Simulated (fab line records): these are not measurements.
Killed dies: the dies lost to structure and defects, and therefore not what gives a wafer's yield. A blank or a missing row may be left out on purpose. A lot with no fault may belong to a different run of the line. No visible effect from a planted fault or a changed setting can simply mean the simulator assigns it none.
Split-lot study | flow n5-finfet | 39 wafers read across 7 lots, on a route 1938 steps long

== THE SPLIT ITSELF ==
At N5_BEOL_M7_DEP_56 (deposits SiCN from 3MS/NH3, target thk 10 nm, time 17.5 s), the setting target-thk-a was moved away from the recipe's 100 angstrom on 18 of the 39 wafers read, by -26.7% to +51.5%. The other wafers ran this setting at the recipe's value.

The split's own step is where the reading is taken.

== THE READING ==
SiCN_of_BEOL_M7_DEP_56.thk-nm (the simulator's own value, which no gauge read), in nm, at N5_BEOL_M7_DEP_56 (deposits SiCN from 3MS/NH3, target thk 10 nm, time 17.5 s). The file gives no usual value for it. The 21 wafers here that ran the recipe average 9.9 nm, standard deviation 0.15 nm.

wafer  | tool, chamber at the split | target-thk-a as run, angstrom | against the recipe | SiCN_of_BEOL_M7_DEP_56.thk-nm, nm | against lot-mates on the recipe
L075.1 | pecvd-01, 0,1              | 128.9                         | +28.9%             | 13                                | +2.9
L075.4 | pecvd-01, 0,1              | 128.9                         | +28.9%             | 13                                | +2.9
L075.2 | pecvd-01, 1                | 100                           | recipe             | 10                                | -
L075.3 | pecvd-01, 0,1              | 100                           | recipe             | 10.2                              | -
L075.5 | pecvd-01, 0,1              | 100                           | recipe             | 10.2                              | -
L075.6 | pecvd-01, 0                | 128.9                         | +28.9%             | 13.2                              | +3.1
L077.1 | pecvd-04, 2,1,0            | 100                           | recipe             | 9.8                               | -
L077.3 | pecvd-04, 2,1,0            | 100                           | recipe             | 9.8                               | -
L077.6 | pecvd-04, 2,1,0            | 100                           | recipe             | 9.8                               | -
L077.2 | pecvd-04, 0                | 119                           | +19.0%             | 11.8                              | +2.0
L077.4 | pecvd-04, 2,1              | 119                           | +19.0%             | 12                                | +2.2
L077.5 | pecvd-04, 2,1              | 119                           | +19.0%             | 12                                | +2.2
L078.1 | pecvd-01, 2,1,1            | 73.29                         | -26.7%             | 7.2                               | -2.7
L078.3 | pecvd-01, 2,1,1            | 73.29                         | -26.7%             | 7.2                               | -2.7
L078.4 | pecvd-01, 2,1,1            | 73.29                         | -26.7%             | 7.2                               | -2.7
L078.2 | pecvd-01, 0,2              | 100                           | recipe             | 9.8                               | -
L078.5 | pecvd-01, 0,2              | 100                           | recipe             | 9.8                               | -
L078.6 | pecvd-01, 0                | 100                           | recipe             | 10                                | -
L086.1 | pecvd-04, 2                | 100                           | recipe             | 9.6                               | -
L086.2 | pecvd-04, 0,1,2            | 127.1                         | +27.1%             | 12.6                              | +2.7
L086.3 | pecvd-04, 0,1,2            | 127.1                         | +27.1%             | 12.6                              | +2.7
L086.6 | pecvd-04, 0,1,2            | 127.1                         | +27.1%             | 12.6                              | +2.7
L086.4 | pecvd-04, 0,1              | 100                           | recipe             | 10                                | -
L086.5 | pecvd-04, 0,1              | 100                           | recipe             | 10                                | -
L089.1 | pecvd-01, 2,1              | 100                           | recipe             | 10                                | -
L089.6 | pecvd-01, 2,1              | 100                           | recipe             | 10                                | -
L089.2 | pecvd-01, 1                | 100                           | recipe             | 9.8                               | -
L090.1 | pecvd-03, 1,2              | 138                           | +38.0%             | 14                                | +4.0
L090.6 | pecvd-03, 1,2              | 138                           | +38.0%             | 14                                | +4.0
L090.2 | pecvd-03, 0                | 138                           | +38.0%             | 13.6                              | +3.6
L090.3 | pecvd-03, 2,1,0            | 100                           | recipe             | 10                                | -
L090.4 | pecvd-03, 2,1,0            | 100                           | recipe             | 10                                | -
L090.5 | pecvd-03, 2,1,0            | 100                           | recipe             | 10                                | -
L094.1 | pecvd-04, 0                | 100                           | recipe             | 10                                | -
L094.2 | pecvd-04, 1,2              | 151.5                         | +51.5%             | 15                                | +5.0
L094.3 | pecvd-04, 1,2              | 151.5                         | +51.5%             | 15                                | +5.0
L094.4 | pecvd-04, 1                | 100                           | recipe             | 10.2                              | -
L094.5 | pecvd-04, 0                | 100                           | recipe             | 9.8                               | -
L094.6 | pecvd-04, 2                | 151.5                         | +51.5%             | 15.2                              | +5.2
Where a row lists several chambers, the file gives one row for several wafers and doesn't say which wafer went through which chamber.

THE FIT
A straight line over all 39 wafers: SiCN_of_BEOL_M7_DEP_56.thk-nm changes by +0.102 nm for each +1% of target-thk-a; r = +1.00; the points scatter about the line by 0.15 nm.
The same after taking each lot's own level away (the mean of its wafers on the recipe; 39 wafers): +0.1 nm for each +1%; r = +1.00; scatter 0.13 nm.
According to that fit, moving target-thk-a by its largest amount changes the reading by 5.2 nm.
From 9.80 to 10.13 nm: that is the span of the lots' own levels, equal to 2.2 times the standard deviation above.
The two slopes are in agreement: the lot-to-lot level therefore moves the slope only a little.
Check: for one of the wafers moved furthest among these (+51.5%), held out of the fit, the line's prediction against its lot-mates is +5.21 nm. It came out at +5 nm against them.

== OTHER SPLITS APPLIED TO THESE WAFERS ==
Before the reading, these wafers also passed through other splits. Each is held against what the fit with the lots' levels taken away leaves over:
other split on the same wafers           | wafers away from the commonest value | r with SiCN_of_BEOL_M7_DEP_56.thk-nm (lot level and that fit taken away)
N5_MOL_CONTACT_COAG_CVD_140 target-thk-a | 12                                   | +0.19
N5_BEOL_M1_TRENCH_ETCH_37 time-s         | 15                                   | +0.11
N5_BEOL_M2_CVD_47 target-thk-a           | 12                                   | +0.10
N5_BEOL_M4_ETCH_64 target-depth-a        | 12                                   | -0.25

== FILE'S OWN FIT ==
SiCN_of_BEOL_M7_DEP_56.thk-nm changes by +0.101 nm for each +1% of target-thk-a, r = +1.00.
